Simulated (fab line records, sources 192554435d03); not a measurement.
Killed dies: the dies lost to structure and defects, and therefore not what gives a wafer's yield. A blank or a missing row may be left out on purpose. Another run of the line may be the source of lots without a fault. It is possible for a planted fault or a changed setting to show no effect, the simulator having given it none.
fab line records	flow n5_finfet
record lots=4	wafers=12	last_day=16
route steps=1938 shown BEOL_M7@1299 BEOL_M8@1332 BEOL_M15@1830
lots that met no fault: taken from a fault-free run of the same line
start_h: the number of hours between the record's first day and the start of the first shown wafer of the lot	wait_h: time in hours since the lot's previous step	" identical to the entry in the row above	L1.1+2: one row covering several wafers at once	- no value present, or no start provided	* or withheld: withheld	< > ~ a bound
route shown NAME@n: NAME is a module with steps in the file, n the number in the route of the first one	usual: mean/standard deviation taken from wafers without a fault	same: alike in all rows	chamber/n: place in a boat	sites: readings site by site	_std_site: the standard deviation of these	_edge_site: mean of outer sites minus mean of inner sites	radius_mm: how far each site lies from the wafer's centre	mask NAME#n: copy n	behind: tool/chamber where the wafer was last shaped	hold: why the lot was held/for how many hours/how that ended	device: which transistor (n, p or np) failed to switch	end of line: the tests these same wafers got at the end of their route	a step without rows: its recipe alone	killed: dies that structure and defects cost at the first sort, which is not the same as the wafer's yield	map: a wafer's dies, x killed, . not, _ none there
set.NAME: the setting that was run; set.NAME@STEP: the one run at that earlier step	model.NAME: the simulator's own value behind a step, which no gauge read
lots at some steps of the route; a table a step, a row a wafer
services: the hour from which a tool's chamber was out of use, counted from the record's first day as start_h (under 0 if before that day), plus the number of hours and why
## steps
# step N5_BEOL_M7_DESCUM_33
# recipe chemistry=O2	time_s=7	source_power_w=50	bias_power_w=20	pressure_mtorr=20	rf_frequency_hz=2.712e+07	temp_c=40	resist=CAR-EUV	o2_flow_sccm=225
# step N5_BEOL_M7_ETCH_72
# recipe chemistry=N2/H2	target=underlayer	target_depth_a=65	mask_material=CAR-EUV	time_s=5.2	ion_energy_ev=200	pressure_mtorr=30	source_w=840	bias_w=150	n2_flow_sccm=200	h2_flow_sccm=200	ends=cleared
# step N5_BEOL_M7_ETCH_65
# recipe chemistry=CF4	target=SiARC	target_depth_a=156	mask_material=CAR-EUV	time_s=26	ion_energy_ev=80	pressure_mtorr=40	source_w=545	bias_w=36	Ar_flow_sccm=100	cf4_flow_sccm=100	ends=cleared
# step N5_BEOL_M7_ETCH_66
# recipe chemistry=N2/H2	target=SOC	target_depth_a=800	overetch_a=160	mask_material=SiARC	temp_c=40	time_s=120	ion_energy_ev=200	pressure_mtorr=30	source_w=840	bias_w=150	n2_flow_sccm=200	h2_flow_sccm=200
# step N5_BEOL_M7_STRIP_69
# recipe chemistry=N2/H2	temp_c=40	n2_flow_sccm=200	h2_flow_sccm=200	rf_frequency_hz=6e+07
# step N5_BEOL_M7_STRIP_73
# recipe chemistry=N2/H2	temp_c=40	n2_flow_sccm=200	h2_flow_sccm=200	rf_frequency_hz=6e+07
# step N5_BEOL_M7_VIA_ETCH_34
# recipe chemistry=C4F6/O2	target=SiCOH_lowk	target_depth_a=1255	mask_material=SOC	taper_deg=4	time_s=50.5	ion_energy_ev=250	pressure_mtorr=30	source_w=345	bias_w=185	Ar_flow_sccm=300	C4F6_flow_sccm=10	O2_flow_sccm=10
# step N5_BEOL_M7_STRIP_76
# recipe chemistry=C4F6/O2	resist=SiARC	rf_frequency_hz=6e+07
# step N5_BEOL_M7_STRIP_36
# recipe chemistry=N2/H2	power_w=450	temp_c=40	pressure_mtorr=20	rf_frequency_hz=6e+07	overash_fraction=0.3	bias_power_w=7	h2_frac=0.5	n2_flow_sccm=200	h2_flow_sccm=200
# step N5_BEOL_M7_TRENCH_ETCH_37
# recipe chemistry=C4F6/O2	target_depth_a=934.78	target=SiCOH_lowk	time_s=31.2	ion_energy_ev=250	pressure_mtorr=30	source_w=345	bias_w=185	Ar_flow_sccm=300	C4F6_flow_sccm=10	O2_flow_sccm=10
# usual C4F6_flow_sccm=10.00/0.03	bias_w=185.1/0.54	drypump_motor_current_A=5.6/0.45	oes_product_au=0.83/0.073	rf_vpp_V=665/6.5	showerhead_plenum_p_Torr=2.88/0.11	throttle_valve_pct=20.92/0.21
lot.wafer	tool	chamber	start_h	wait_h	C4F6_flow_sccm	bias_w	drypump_motor_current_A	oes_product_au	rf_hours_counter_h	rf_vpp_V	showerhead_plenum_p_Torr	throttle_valve_pct	model.etch.depth_nm	model.BEOL_M7.feature_depth_nm	model.TiN_of_BEOL_M7_HM_DEP_02.thk_nm
L540.3	rie_diel-01	1	194.03	-	9.99	185.4	6.0	0.86	34	674	3.01	20.42	92.97	93	17.2
L540.4	"	3	"	"	10.04	184.9	5.4	0.88	48	673	2.89	20.87	96.34	96.4	16.6
L540.5	"	3	"	"	10.08	185.4	5.4	0.88	-	675	2.89	20.86	96.56	96.6	16.8
L545.1	rie_diel-01	0	218.22	-	9.99	247.0	5.1	0.90	59	838	3.00	20.93	102.5	102.4	16.6
L545.3	"	1	"	"	10.02	185.0	6.0	0.85	44	674	3.00	20.43	94.02	94	17
L545.6	"	1	"	"	10.00	186.2	6.0	0.85	-	674	3.00	20.43	93.52	93.6	17
L549.1	rie_diel-01	0	251.51	-	10.04	247.5	5.0	0.89	70	838	3.00	20.97	102.8	102.8	16.6
L549.3	"	3	"	"	9.99	185.4	5.4	0.85	71	673	2.88	20.91	95.74	95.8	17.2
L549.4	"	1	"	"	10.01	184.7	6.0	0.83	57	674	3.00	20.42	93.71	93.8	17
L560.1	rie_diel-04	0	322.33	-	10.01	185.2	5.8	0.90	25	680	2.91	20.83	94	94	17
L560.4	"	3	"	"	10.03	184.9	6.5	0.68	249	659	2.70	21.08	91.2	91.2	17
L560.6	"	2	"	"	9.98	184.6	5.8	0.93	-	663	2.91	20.83	93.96	94	17.2
# step N5_BEOL_M7_ETCH_41
# recipe chemistry=CH3F/O2	target=SiCN	target_depth_a=319	taper_deg=2	time_s=57.8	ion_energy_ev=120	mask_material=TiN	pressure_mtorr=30	source_w=395	bias_w=75	Ar_flow_sccm=150	CH3F_flow_sccm=30	O2_flow_sccm=20
# step N5_BEOL_M7_STRIP_80
# recipe chemistry=N2/H2	time_s=10	power_w=450	temp_c=40	pressure_mtorr=20	rf_frequency_hz=6e+07	bias_power_w=7	n2_flow_sccm=200	h2_flow_sccm=200
# step N5_BEOL_M7_OCD_MEAS_38
# usual trench_depth_nm=93.7/1.5
lot.wafer	tool	chamber	start_h	wait_h	trench_depth_nm
L540.3	ocd-01	-	194.19	-	92.7
L540.4	"	-	"	"	96.3
L540.5	"	-	"	"	96.0
L545.1	ocd-02	-	218.37	-	102.5
L545.3	"	-	"	"	94.6
L545.6	"	-	"	"	93.2
L549.1	ocd-01	-	251.66	-	103.1
L549.3	"	-	"	"	96.0
L549.4	"	-	"	"	93.8
L560.1	ocd-02	-	322.49	-	94.5
L560.4	"	-	"	"	91.4
L560.6	"	-	"	"	93.8
# step N5_BEOL_M7_HM_STRIP_39
# recipe chemistry=peroxide_tin_strip	material=TiN	target_depth_a=250	temp_c=50	time_s=158
# step N5_BEOL_M7_SRD_40
# recipe time_s=30	temp_c=23	rinse_liquid=diw	dry=ipa_marangoni
# step N5_BEOL_M7_PRECLEAN_42
# recipe chemistry=residue_remover	time_s=60	temp_c=40
# step N5_BEOL_M7_SRD_43
# recipe time_s=30	temp_c=23	rinse_liquid=diw	dry=ipa_marangoni
# step N5_BEOL_M7_CURE_75
# recipe temp_c=370	time_s=120	ambient=DMADMS/He	material=SiCOH_lowk
# step N5_BEOL_M7_DEGAS_44
# recipe ambient=vacuum	temp_c=250	time_s=60
# step N5_BEOL_M7_PRE_CLEAN_45
# recipe gas=H2/He	time_s=30	temp_c=250
# step N5_BEOL_M7_ALD_77
# recipe material=TaN	target_thk_a=20	temp_c=275	ald_precursor_family=PDMAT	ald_co_reactant=NH3	pressure_torr=3	carrier_flow_sccm=1500	pulse_time_s=2	purge_time_s=3	co_reactant_purge_time_s=2	co_reactant_pulse_time_s=3	ald_cycles=40	precursor_vessel_temp_c=75	precursor_vessel_pressure_torr=26.25	precursor_vessel_carrier_sccm=1000
# step N5_BEOL_M7_SURFACE_TREAT_79
# recipe gas=Ar	time_s=*	ion_energy_ev=*	ion_current_ma_cm2=0.5	pressure_mtorr=*	ar_flow_sccm=30
# step N5_BEOL_M7_CVD_78
# recipe material=Co	target_thk_a=20	temp_c=withheld	precursor=CCTBA/H2	pressure_torr=30	time_s=142.3
# step N5_BEOL_M7_SPUTTER_48
# recipe material=Cu	target_thk_a=100	temp_c=-20	bias_v=60	power_w=26000	chamber_pressure_pa=0.13	time_s=1.667
# step N5_BEOL_M7_ECD_50
# recipe material=Cu	target_thk_a=3000
# step N5_BEOL_M7_ANNEAL_51
# recipe temp_c=225	time_s=90	ambient=N2
# step N5_BEOL_M7_CMP_52
# recipe stop_on=SiCOH_lowk	t_overpolish_s=6.9	down_force_psi=1	platen_rpm=50	clearing_platen_down_force_psi=1.5	clearing_platen_rpm=50	post_cmp_clean=cu_alkaline	target_thk_nm=80	clearing_platen_pad_velocity_m_s=0.99484	pad_velocity_m_s=0.99484
# usual barrier_field_endpoint_s=29.1/0.61	head_pressure_psi=1.0002/0.0024	motor_current_A=6.3/0.55	overpolish_run_s=6.900/0.0085	time_to_endpoint_s=62.6/2.7
lot.wafer	tool	chamber	start_h	wait_h	barrier_field_endpoint_s	head_pressure_psi	motor_current_A	overpolish_run_s	time_to_endpoint_s	model.Cu_of_BEOL_M7_ECD_50.thk_nm
L540.3	cmp-01	1	195.95	0.2	28.2	0.9998	6.6	6.902	65.6	80.6
L540.4	"	2	"	"	28.4	1.0000	7.4	6.871	60.0	82.6
L540.5	"	1	"	"	28.6	0.9998	6.5	6.909	61.5	83.4
L545.3	cmp-03	3	221.21	0.2	29.9	1.0007	6.7	6.897	66.1	81.6
L545.1	"	1	"	"	30.2	0.9948	5.2	6.903	63.8	88.2
L545.6	"	2	"	"	29.2	0.9990	6.1	6.891	63.4	80.4
L549.4	cmp-01	0	253.64	0.1	29.5	0.9974	6.4	6.914	62.0	80.8
L549.1	"	2	"	"	29.4	1.0012	7.3	6.896	60.7	88.2
L549.3	"	3	"	"	29.8	1.0042	6.2	6.891	60.7	82
L560.1	cmp-03	1	325.40	0.4	27.5	1.0015	5.2	6.903	57.0	81
L560.4	"	2	"	"	28.1	1.0012	6.5	6.900	58.6	78
L560.6	"	0	"	"	28.5	0.9955	5.9	6.890	59.7	80.8
# step N5_BEOL_M7_THK_MEAS_53
# recipe thk_meas_gauge=xrf	reads=Cu_of_BEOL_M7_ECD_50
# usual M7_THK=80.6/1.6
lot.wafer	tool	chamber	start_h	wait_h	M7_THK[nm]
L540.3	film_metro-01	-	196.21	-	81.6
L540.4	"	-	"	"	83.9
L540.5	"	-	"	"	84.8
L545.1	film_metro-02	-	221.46	-	88.6
L545.3	"	-	"	"	82.0
L545.6	"	-	"	"	80.7
L549.1	film_metro-02	-	253.93	-	89.3
L549.3	"	-	"	"	83.1
L549.4	"	-	"	"	81.8
L560.1	film_metro-01	-	325.66	-	81.7
L560.4	"	-	"	"	78.5
L560.6	"	-	"	"	81.9
# step N5_BEOL_M7_PRE_CLEAN_55
# recipe gas=NH3	time_s=15	temp_c=withheld	rf_power_w=300
# step N5_BEOL_M7_DEP_56
# recipe material=SiCN	target_thk_a=100	temp_c=withheld	precursor=3MS/NH3	pressure_torr=3	rf_w=202	time_s=17.5
# step N5_BEOL_M7_RS_MEAS_57
# recipe thk_meas_gauge=four-point-probe	reads=Cu_of_BEOL_M7_ECD_50+Co_of_BEOL_M7_CVD_78+TaN_of_BEOL_M7_ALD_77
# usual M7_RS=0.285/0.006
lot.wafer	tool	chamber	start_h	wait_h	M7_RS[ohm/sq]
L540.3	film_metro-02	-	196.34	0.1	0.284
L540.4	"	-	"	"	0.276
L540.5	"	-	"	"	0.274
L545.1	film_metro-01	-	221.62	0.1	0.255
L545.3	"	-	"	"	0.279
L545.6	"	-	"	"	0.285
L549.1	film_metro-01	-	254.06	0.1	0.255
L549.3	"	-	"	"	0.279
L549.4	"	-	"	"	0.283
L560.1	film_metro-02	-	325.82	0.1	0.282
L560.4	"	-	"	"	0.295
L560.6	"	-	"	"	0.284
# step N5_BEOL_M8_ILD_DEP_00
# recipe material=SiCOH_lowk	target_thk_a=1797.5	temp_c=300	precursor=DEMS/porogen	pressure_torr=5	rf_w=500	time_s=33.4
# step N5_BEOL_M8_CURE_74
# recipe temp_c=385	time_s=240	ambient=He/Ar	material=SiCOH_lowk
# step N5_BEOL_M8_PECVD_70
# recipe material=SiO2	target_thk_a=200	temp_c=400	precursor=TEOS/O2	pressure_torr=5.5	rf_w=450	teos_flow_sccm=53.8	gas=O2	flow_sccm=3000	time_s=22.7
# step N5_BEOL_M8_HM_DEP_02
# recipe material=TiN	target_thk_a=200	temp_c=25	chamber_pressure_pa=0.49996
# step N5_BEOL_M8_COAT_59
# recipe resist=SOC	temp_c=250	time_s=60	spin_rpm=1500	resist_thk_nm=100
# step N5_BEOL_M15_RC_MEAS_101
# usual COMB_M10=1.46e-11/2.9e-12	COMB_M11=1.52e-11/3e-12	COMB_M12=7.1e-12/1.2e-12	COMB_M13=5.5e-12/1.1e-12	COMB_M13_max_site=7.5e-12/1.7e-12	COMB_M14=4.4e-12/7.3e-13	COMB_M15=3.2e-12/6e-13	COMB_M5=3.7e-11/7.8e-12	COMB_M6=2.8e-11/5.6e-12	COMB_M7=2.6e-11/5.5e-12	COMB_M8=2.7e-11/5.5e-12	COMB_M9=1.55e-11/3e-12	SERP_M10=3.09/0.066	SERP_M11=3.05/0.068	SERP_M12=0.641/0.017	SERP_M13=0.306/0.0052	SERP_M14=0.1613/0.003	SERP_M5=38.7/1.3	SERP_M6=13.8/0.43	SERP_M7=13.7/0.44	SERP_M7_max_site=14.2/0.45	SERP_M8=14.0/0.43	SERP_M9=3.07/0.067
lot.wafer	tool	chamber	start_h	wait_h	COMB_M10[S/m]	COMB_M11[S/m]	COMB_M12[S/m]	COMB_M13[S/m]	COMB_M13_max_site[S/m]	COMB_M14[S/m]	COMB_M15[S/m]	COMB_M5[S/m]	COMB_M6[S/m]	COMB_M7[S/m]	COMB_M8[S/m]	COMB_M9[S/m]	SERP_M10[ohm/um]	SERP_M11[ohm/um]	SERP_M12[ohm/um]	SERP_M13[ohm/um]	SERP_M14[ohm/um]	SERP_M5[ohm/um]	SERP_M6[ohm/um]	SERP_M7[ohm/um]	SERP_M7_max_site[ohm/um]	SERP_M8[ohm/um]	SERP_M9[ohm/um]
L540.3	prober-02	0	255.58	0.3	2.29e-11	1.33e-11	7.6e-12	5.8e-12	9.9e-12	5.2e-12	3e-12	3.7e-11	3.2e-11	3.9e-11	3.4e-11	1.4e-11	3.13	3.11	0.640	0.310	0.1606	40.3	14.0	13.3	13.8	13.6	3.08
L540.4	"	0	"	"	1.49e-11	1.61e-11	7.7e-12	6.8e-12	9.3e-12	5.5e-12	3.4e-12	3.5e-11	2.8e-11	3.4e-11	3.2e-11	1.51e-11	3.00	3.05	0.642	0.308	0.1583	40.3	13.9	13.2	13.6	13.9	3.02
L540.5	"	0	"	"	1.96e-11	1.64e-11	9.5e-12	1e-11	1.4e-11	5.3e-12	3e-12	2.9e-11	3.1e-11	3.4e-11	2.8e-11	1.67e-11	3.03	3.12	0.633	0.312	0.1667	39.4	14.0	12.6	13.4	14.6	3.08
L545.1	prober-02	0	301.68	0.0	1.13e-11	1.78e-11	9.1e-12	4.4e-12	5.2e-12	4.4e-12	4.3e-12	4.9e-11	1.9e-11	3.2e-11	3.4e-11	1.53e-11	3.19	2.95	0.623	0.300	0.1570	37.9	13.8	12.5	13.0	13.8	3.01
L545.3	"	0	"	"	1.03e-11	1.32e-11	7.5e-12	4.5e-12	4.9e-12	5.2e-12	2.8e-12	4.9e-11	3.7e-11	2.2e-11	2.8e-11	1.81e-11	3.18	3.07	0.609	0.305	0.1607	38.8	14.1	13.7	14.5	13.1	3.15
L545.6	"	0	"	"	1.23e-11	1.58e-11	8e-12	4.2e-12	5.8e-12	4.7e-12	4.2e-12	3.8e-11	2.5e-11	1.8e-11	3.2e-11	1.83e-11	3.22	3.01	0.627	0.303	0.1590	38.7	13.3	13.6	14.2	14.0	3.05
L549.1	prober-02	0	309.33	0.0	1.5e-11	1.18e-11	6.8e-12	4.6e-12	5e-12	4.2e-12	2.9e-12	3.5e-11	3.6e-11	2.4e-11	2.7e-11	1.49e-11	3.12	3.03	0.666	0.314	0.1595	38.8	13.4	12.4	12.8	14.4	3.00
L549.3	"	0	"	"	1.68e-11	1.37e-11	7e-12	6e-12	7.1e-12	4.8e-12	2.4e-12	4.1e-11	2e-11	1.8e-11	3.1e-11	1.44e-11	3.09	2.87	0.646	0.297	0.1644	38.6	13.7	13.2	13.7	14.3	3.09
L549.4	"	0	"	"	1.49e-11	1.81e-11	7.9e-12	4.9e-12	6e-12	3.5e-12	2.8e-12	3.8e-11	2.7e-11	2e-11	2.7e-11	1.36e-11	3.11	2.98	0.671	0.296	0.1634	38.2	13.8	13.8	14.6	14.0	3.14
L560.1	prober-01	0	378.58	0.0	9.5e-12	2.7e-11	6.1e-12	4.7e-12	6.4e-12	4.7e-12	3.3e-12	3e-11	2e-11	2e-11	2.6e-11	1.46e-11	3.00	3.20	0.633	0.299	0.1645	37.8	13.9	13.3	13.5	13.9	3.11
L560.4	"	0	"	"	1.11e-11	1.85e-11	4.9e-12	4.8e-12	5.9e-12	3.5e-12	3.2e-12	3.9e-11	2.1e-11	2.2e-11	1.9e-11	1.6e-11	3.05	3.12	0.655	0.309	0.1594	39.5	14.1	13.9	14.2	13.6	3.06
L560.6	"	0	"	"	1.2e-11	1.7e-11	6.6e-12	5.1e-12	7e-12	6.4e-12	2.9e-12	3.7e-11	2e-11	2e-11	2.7e-11	1.26e-11	3.01	3.07	0.626	0.311	0.1625	39.2	13.6	13.1	14.0	14.2	3.08
# sites SERP_M7 radius_mm=0,75,75,75,75,140,140,140,140
L540.3 13.0 13.2 13.8 13.7 13.6 13.3 13.0 13.2 13.8
L545.1 13.0 12.8 12.5 12.8 12.7 12.3 11.8 12.4 12.3
L549.1 12.8 12.7 12.6 12.8 12.4 12.0 11.6 11.8 12.1
L560.1 13.0 13.0 13.0 13.2 13.3 13.5 13.3 13.5 13.3
## services
tool	chamber	start_h	hours	kind
rie_diel-04	0	179.56	5.8	repair
rie_diel-04	3	185.77	45.5	repair
cmp-01	-	189.30	1.0	repair
rie_diel-01	2	199.95	-	clean
rie_diel-01	2	199.95	-	consumable_replace:focus_ring
rie_diel-01	2	199.95	21.3	scheduled_down
rie_diel-01	2	199.95	21.3	vent_cycle
cmp-03	-	211.96	4.0	pm
cmp-03	-	215.96	-	consumable_replace:conditioner
cmp-03	-	215.96	-	consumable_replace:pad
rie_diel-04	-	226.56	15.6	pm
cmp-03	-	239.57	5.5	pm
cmp-01	-	245.32	0.2	repair
rie_diel-04	1	246.44	6.6	repair
rie_diel-04	2	248.61	3.7	repair
cmp-03	-	250.58	1.7	repair
rie_diel-01	0	269.66	2.1	repair
rie_diel-01	0	275.75	4.7	repair
cmp-03	-	306.34	17.7	pm
cmp-01	-	312.53	4.0	pm
cmp-01	-	316.53	-	consumable_replace:conditioner
cmp-01	-	316.53	-	consumable_replace:pad
rie_diel-01	2	321.53	13.2	repair
cmp-01	-	323.65	2.2	repair
## key
first_sign step=N5_BEOL_M7_TRENCH_ETCH_37	reading=bias_w	direction=up	sigmas=99+	usual=*	struck=*
effect step=N5_BEOL_M7_TRENCH_ETCH_37	reading=rf_vpp_V	direction=up	sigmas=26	usual=665	struck=838
effect step=N5_BEOL_M7_OCD_MEAS_38	reading=trench_depth_nm	direction=up	sigmas=6.3	usual=93.7	struck=102.8
effect step=N5_BEOL_M7_THK_MEAS_53	reading=M7_THK	direction=up	sigmas=5.2	usual=80.6	struck=89.0
effect step=N5_BEOL_M7_RS_MEAS_57	reading=M7_RS	direction=down	sigmas=4.9	usual=0.285	struck=0.255
effect step=N5_BEOL_M15_RC_MEAS_101	reading=SERP_M7	direction=down	sigmas=2.9	usual=13.7	struck=12.5
model_effect step=N5_BEOL_M7_TRENCH_ETCH_37	value=etch.depth_nm	without=93.26	struck=102.6
model_effect step=N5_BEOL_M7_CMP_52	value=Cu_of_BEOL_M7_ECD_50.thk_nm	without=78.8	struck=88.2
met_at N5_BEOL_M7_TRENCH_ETCH_37
struck_wafers L545.1,L549.1
fault kind=process_parameter_drift	tool=rie_diel-01	chamber=0	onset_h=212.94	steps=N5_BEOL_M7_TRENCH_ETCH_37	channel=bias_w	offset=*	shape=step	end_h=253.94	acts_in=*	stated=*
